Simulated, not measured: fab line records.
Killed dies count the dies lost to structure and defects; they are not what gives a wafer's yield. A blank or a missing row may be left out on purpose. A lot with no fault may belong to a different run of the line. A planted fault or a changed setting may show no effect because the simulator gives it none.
Which tool is to blame?	flow n5Finfet	12 lots with 35 wafers sampled at 5 steps, on a route of 1938 steps

## WHAT EACH GAUGE READ, for each wafer
The record lacks any reading of a measuring or inspecting step that a usual standard deviation could be used to judge.

## TOOL THAT RAN EACH LOT (tool first, then ch and the chambers of the sampled wafers, then the start)
lot	N5_STI_FIN_REVEAL_ETCH_34	N5_STI_FIN_REVEAL_OXIDATION_31	N5_DUMMY_GATE_ALD_02	N5_DUMMY_GATE_COAT_09	N5_PASSIVATION_PROBE_49
L284	rieSi-01 ch 2,3, day 2 12:57	plasmaAsher-01 ch 0,1, day 2 13:01	aldSin-01 ch 0,1,2, day 2 14:20	lithoTrack-01 ch 0, day 2 22:34	-
L285	rieSi-01 ch 0,1,3, day 2 17:46	plasmaAsher-01 ch 0,1, day 2 17:50	aldSin-04 ch 0,2, day 2 20:12	lithoTrack-02 ch 0, day 3 06:16	-
L287	rieSi-01 ch 1,3, day 3 08:44	plasmaAsher-01 ch 0,1, day 3 08:48	aldSin-02 ch 1,3, day 3 09:32	lithoTrack-02 ch 0, day 3 22:40	-
L288	rieSi-02 ch 0,2, day 3 14:01	plasmaAsher-01 ch 0,1, day 3 14:05	aldSin-04 ch 2,3, day 3 14:49	lithoTrack-05 ch 0, day 4 02:35	-
L291	rieSi-01 ch 0,1,3, day 4 07:14	plasmaAsher-02 ch 0,1, day 4 07:17	aldSin-04 ch 1,2,3, day 4 08:02	lithoTrack-02 ch 0, day 4 16:11	-
L293	rieSi-03 ch 0,1,3, day 4 20:21	plasmaAsher-02 ch 0,1, day 4 20:25	aldSin-04 ch 0,1,2, day 4 22:08	lithoTrack-05 ch 0, day 5 06:15	-
L295	rieSi-03 ch 0,1, day 5 09:34	plasmaAsher-02 ch 0,1, day 5 09:37	aldSin-02 ch 0,3, day 5 10:21	lithoTrack-01 ch 0, day 5 18:28	-
L300	rieSi-03 ch 0,1,3, day 6 13:38	plasmaAsher-02 ch 0,1, day 6 13:43	aldSin-01 ch 0,1,3, day 6 14:37	lithoTrack-05 ch 0, day 6 22:45	prober-01, day 17 08:13
L301	rieSi-03 ch 0,1, day 6 19:08	plasmaAsher-01 ch 1, day 6 19:13	aldSin-02 ch 0,1,3, day 6 20:10	lithoTrack-05 ch 0, day 7 04:18	-
L305	rieSi-01 ch 0,1, day 7 18:47	plasmaAsher-02 ch 0,1, day 7 18:50	aldSin-04 ch 2,3, day 7 19:34	lithoTrack-01 ch 0, day 8 03:42	-
L306	rieSi-03 ch 0,1, day 8 00:02	plasmaAsher-01 ch 0,1, day 8 00:07	aldSin-01 ch 0,1,2, day 8 00:49	lithoTrack-01 ch 0, day 8 10:46	-
L307	rieSi-01 ch 1,3, day 8 07:33	plasmaAsher-02 ch 0,1, day 8 07:37	aldSin-02 ch 0,3, day 8 08:26	lithoTrack-02 ch 0, day 8 18:23	-
- N5_STI_FIN_REVEAL_ETCH_34: etches Si in H2, material Si, target depth 0.97 nm.
- N5_STI_FIN_REVEAL_OXIDATION_31: chemistry O2 PLASMA REMOTE, time 20 s.
- N5_DUMMY_GATE_ALD_02: deposits SiO2, target thk 2 nm, pulse time 1 s.
- N5_DUMMY_GATE_COAT_09: resist thk 30 nm.
- N5_PASSIVATION_PROBE_49

## AS READ BY THE TOOLS THEMSELVES (means over the sampled wafers that have a number; for cases with no such wafer, the mark the record gives instead)
N5_STI_FIN_REVEAL_ETCH_34. Usual: drypumpMotorCurrentA 5.7 A, standard deviation 0.49; oesProductAu 0.999 a.u., standard deviation 0.02; rfFwdPowerW 296.9 W, standard deviation 1.4; throttleValvePct 25.9 %, standard deviation 0.45.
lot	tool	drypumpMotorCurrentA (A)	oesProductAu (a.u.)	rfFwdPowerW (W)	throttleValvePct (%)	flag
L284	rieSi-01	5.5	1.020	296.0	26.2	
L285	rieSi-01	5.8	1.009	297.3	26.0	
L287	rieSi-01	5.5	1.001	297.2	26.4	
L288	rieSi-02	5.8	1.006	296.1	25.7	
L291	rieSi-01	5.8	1.013	297.2	26.1	
L293	rieSi-03	5.4	0.983	296.6	26.0	
L295	rieSi-03	5.6	0.983	297.3	26.0	
L300	rieSi-03	5.4	0.976	296.8	26.0	
L301	rieSi-03	5.3	0.972	297.8	26.1	
L305	rieSi-01	5.8	1.001	298.3	26.1	
L306	rieSi-03	5.3	0.987	297.4	26.1	
L307	rieSi-01	5.5	0.994	297.7	25.9	

N5_STI_FIN_REVEAL_OXIDATION_31. Usual: drypumpMotorCurrentA 5.7 A, standard deviation 0.42; heaterPowerW 155 W, standard deviation 10; rfFwdPowerW 1981 W, standard deviation 8.3.
lot	tool	drypumpMotorCurrentA (A)	heaterPowerW (W)	rfFwdPowerW (W)	flag
L284	plasmaAsher-01	5.8	158	1978	
L285	plasmaAsher-01	5.7	156	1974	
L287	plasmaAsher-01	5.9	160	1975	
L288	plasmaAsher-01	6.0	163	1975	
L291	plasmaAsher-02	5.4	154	1982	
L293	plasmaAsher-02	5.3	151	1979	
L295	plasmaAsher-02	5.6	144	1989	
L300	plasmaAsher-02	5.6	147	1989	
L301	plasmaAsher-01	6.3	167	1975	
L305	plasmaAsher-02	5.3	152	1987	
L306	plasmaAsher-01	5.7	159	1972	
L307	plasmaAsher-02	5.3	149	1986	

N5_DUMMY_GATE_ALD_02. Usual: heaterPowerW 470 W, standard deviation 46; precursorPulseHeightRel 1.001, standard deviation 0.022.
lot	tool	heaterPowerW (W)	precursorPulseHeightRel	flag
L284	aldSin-01	480	1.001	
L285	aldSin-04	438	0.998	
L287	aldSin-02	436	1.027	
L288	aldSin-04	530	0.987	
L291	aldSin-04	477	0.986	
L293	aldSin-04	435	1.016	
L295	aldSin-02	452	1.009	
L300	aldSin-01	469	1.018	
L301	aldSin-02	444	1.007	
L305	aldSin-04	502	0.995	
L306	aldSin-01	467	0.990	
L307	aldSin-02	457	0.987	

N5_DUMMY_GATE_COAT_09. Usual: spinSpeedRpm reads 1500.0 rpm (standard deviation 1.2).
lot	tool	spinSpeedRpm (rpm)	flag
L284	lithoTrack-01	1498.7	
L285	lithoTrack-02	1500.9	
L287	lithoTrack-02	1499.1	
L288	lithoTrack-05	1499.1	
L291	lithoTrack-02	1499.6	
L293	lithoTrack-05	1499.8	
L295	lithoTrack-01	1500.0	
L300	lithoTrack-05	1542.6	OFF
L301	lithoTrack-05	1542.1	OFF
L305	lithoTrack-01	1499.8	
L306	lithoTrack-01	1499.1	
L307	lithoTrack-02	1499.8	

N5_PASSIVATION_PROBE_49. Usual: killed_at_M0_to_M3 32, standard deviation 11; killed_at_M4_up 12, standard deviation 4.4; killedAtContacts 13, standard deviation 6.1; killedAtFrontEnd 39, standard deviation 12; killedAtOther 3.9, standard deviation 3; killedDies 100, standard deviation 17; killedOpen 66, standard deviation 12; killedShort 33, standard deviation 7.4.
lot	tool	killed_at_M0_to_M3	killed_at_M4_up	killedAtContacts	killedAtFrontEnd	killedAtOther	killedDies	killedOpen	killedShort	flag
L300	prober-01	21	16	16	26	2.0	81	57	23	

## THE ANSWER, worked out from the rows above alone
Rule: a lot counts as off when the mean over its wafers that have a number is more than 3 standard deviations away from the usual mean. Also off: a lot with no number at a reading for which 4 or more lots have one. Any other lot the step has rows for is counted as sound. After the gauges, taken in route order, come the tools' own readings; for these a lot's mean is taken, as printed above. At the first step where some lot is off, the reading lying furthest off is the one used; lots without a number count as furthest.
Off: L300, L301, at N5_DUMMY_GATE_COAT_09 (spinSpeedRpm).
If a tool, at that step or one of the process steps before it, ran each lot that is off and ran no sound lot following the first of them, it fits. One candidate fits, namely lithoTrack-05 at N5_DUMMY_GATE_COAT_09. Its last sound lot is L293 (day 5 06:15), its first lot that is off L300 (day 6 22:45): a fault that began between those two fits.
The tool's own readings at N5_DUMMY_GATE_COAT_09 bear it out: on the lots that are off they differ by more than 5 times the standard deviation of the sound lots' means. spinSpeedRpm reads 1542.3 rpm there against 1499.6 rpm on the sound lots.

## WHAT WAS PUT IN BY THE SIMULATOR
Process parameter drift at N5_DUMMY_GATE_COAT_09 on lithoTrack-05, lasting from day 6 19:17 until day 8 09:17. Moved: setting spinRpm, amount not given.
Shown lots that were struck: L300, L301. The rule above reached the same finding.
